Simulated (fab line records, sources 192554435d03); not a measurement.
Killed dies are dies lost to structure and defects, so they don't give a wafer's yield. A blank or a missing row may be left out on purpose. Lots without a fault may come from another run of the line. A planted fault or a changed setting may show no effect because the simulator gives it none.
Split-lot experiment | flow n5_finfet | 7 lots, 39 wafers read, on a route of 1938 steps

THE SPLIT
At N5_BEOL_M12_ETCH_68 (etches SOC in N2/H2, time 285 s), the setting target_depth_a was moved away from the recipe's 5700 angstrom on 15 of the 39 wafers read, by -55.6% to +44.4%. The other wafers ran this setting at the recipe's value.

The reading is taken at the split's own step.

THE READING
SiARC_of_BEOL_M12_COAT_66.thk_nm (the simulator's own value, which no gauge read), in nm, at N5_BEOL_M12_ETCH_68 (etches SOC in N2/H2, time 285 s). The file gives no usual value for it. The 24 wafers here that ran the recipe average 86.0 nm, standard deviation 0.33 nm.

wafer  | tool, chamber at the split | target_depth_a as run, angstrom | against the recipe | SiARC_of_BEOL_M12_COAT_66.thk_nm, nm | against lot-mates on the recipe
L075.1 | rie_diel-03, 3             | 5700                            | recipe             | 86.4                                 | -
L075.2 | rie_diel-03, 2             | 5700                            | recipe             | 86.2                                 | -
L075.3 | rie_diel-03, 0             | 7355                            | +29.0%             | 78                                   | -8.0
L075.4 | rie_diel-03, 1             | 5700                            | recipe             | 85.4                                 | -
L075.5 | rie_diel-03, 0             | 7355                            | +29.0%             | 78.4                                 | -7.6
L075.6 | rie_diel-03, 3             | 7355                            | +29.0%             | 79.4                                 | -6.6
L076.1 | rie_diel-05, 0             | 5700                            | recipe             | 86.2                                 | -
L076.5 | rie_diel-05, 0             | 5700                            | recipe             | 86.2                                 | -
L076.2 | rie_diel-05, 2             | 7812                            | +37.1%             | 77                                   | -9.1
L076.3 | rie_diel-05, 1             | 7812                            | +37.1%             | 76.4                                 | -9.7
L076.4 | rie_diel-05, 2             | 5700                            | recipe             | 86                                   | -
L076.6 | rie_diel-05, 1             | 7812                            | +37.1%             | 76.8                                 | -9.3
L080.1 | rie_diel-05, 1             | 5700                            | recipe             | 85.8                                 | -
L080.2 | rie_diel-05, 0             | 2529                            | -55.6%             | 99.6                                 | +13.7
L080.3 | rie_diel-05, 2             | 5700                            | recipe             | 86                                   | -
L080.6 | rie_diel-05, 2             | 5700                            | recipe             | 86                                   | -
L080.4 | rie_diel-05, 3             | 2529                            | -55.6%             | 99.2                                 | +13.3
L080.5 | rie_diel-05, 1             | 2529                            | -55.6%             | 99.4                                 | +13.5
L078.1 | rie_diel-01, 1             | 5700                            | recipe             | 86.2                                 | -
L078.2 | rie_diel-01, 2             | 8228                            | +44.4%             | 76.4                                 | -9.9
L078.3 | rie_diel-01, 3,1           | 8228                            | +44.4%             | 75.4                                 | -10.9
L078.6 | rie_diel-01, 3,1           | 8228                            | +44.4%             | 75.4                                 | -10.9
L078.4 | rie_diel-01, 0,2           | 5700                            | recipe             | 86.4                                 | -
L078.5 | rie_diel-01, 0,2           | 5700                            | recipe             | 86.4                                 | -
L084.1 | rie_diel-01, 0             | 7476                            | +31.2%             | 78.8                                 | -7.5
L084.2 | rie_diel-01, 1,3           | 5700                            | recipe             | 86.2                                 | -
L084.3 | rie_diel-01, 1,3           | 5700                            | recipe             | 86.2                                 | -
L084.4 | rie_diel-01, 2             | 5700                            | recipe             | 86.4                                 | -
L084.5 | rie_diel-01, 1             | 7476                            | +31.2%             | 79                                   | -7.3
L084.6 | rie_diel-01, 2             | 7476                            | +31.2%             | 79.2                                 | -7.1
L094.1 | rie_diel-05, 3,2           | 5700                            | recipe             | 85.6                                 | -
L094.3 | rie_diel-05, 3,2           | 5700                            | recipe             | 85.6                                 | -
L094.5 | rie_diel-05, 1             | 5700                            | recipe             | 85.8                                 | -
L092.1 | rie_diel-05, 0             | 5700                            | recipe             | 86.4                                 | -
L092.2 | rie_diel-05, 1,3           | 5700                            | recipe             | 85.6                                 | -
L092.3 | rie_diel-05, 1,3           | 5700                            | recipe             | 85.6                                 | -
L092.4 | rie_diel-05, 2             | 5700                            | recipe             | 85.8                                 | -
L092.6 | rie_diel-05, 2             | 5700                            | recipe             | 85.8                                 | -
L092.5 | rie_diel-05, 1             | 5700                            | recipe             | 85.4                                 | -
Where a row lists several chambers, the file gives one row for several wafers and doesn't say which wafer went through which chamber.

THE FIT
A straight line over all 39 wafers: SiARC_of_BEOL_M12_COAT_66.thk_nm changes by -0.24 nm for each +1% of target_depth_a; r = -1.00; the points scatter about the line by 0.43 nm.
The same after taking each lot's own level away (the mean of its wafers on the recipe; 39 wafers): -0.243 nm for each +1%; r = -1.00; scatter 0.35 nm.
On that fit, the largest move of target_depth_a shifts the reading by 14 nm.
The lots' own levels span 85.67 to 86.33 nm, that is 2.0 times the standard deviation above.
So the lot-to-lot level changes the slope little: the two slopes agree.
Check: with one of the wafers moved furthest among these (-55.6%) left out of the fit, the line predicts +13.5 nm for it against its lot-mates. It came out at +13.7 nm against them.

THE FILE'S OWN FIT
SiARC_of_BEOL_M12_COAT_66.thk_nm changes by -0.244 nm for each +1% of target_depth_a, r = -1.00.
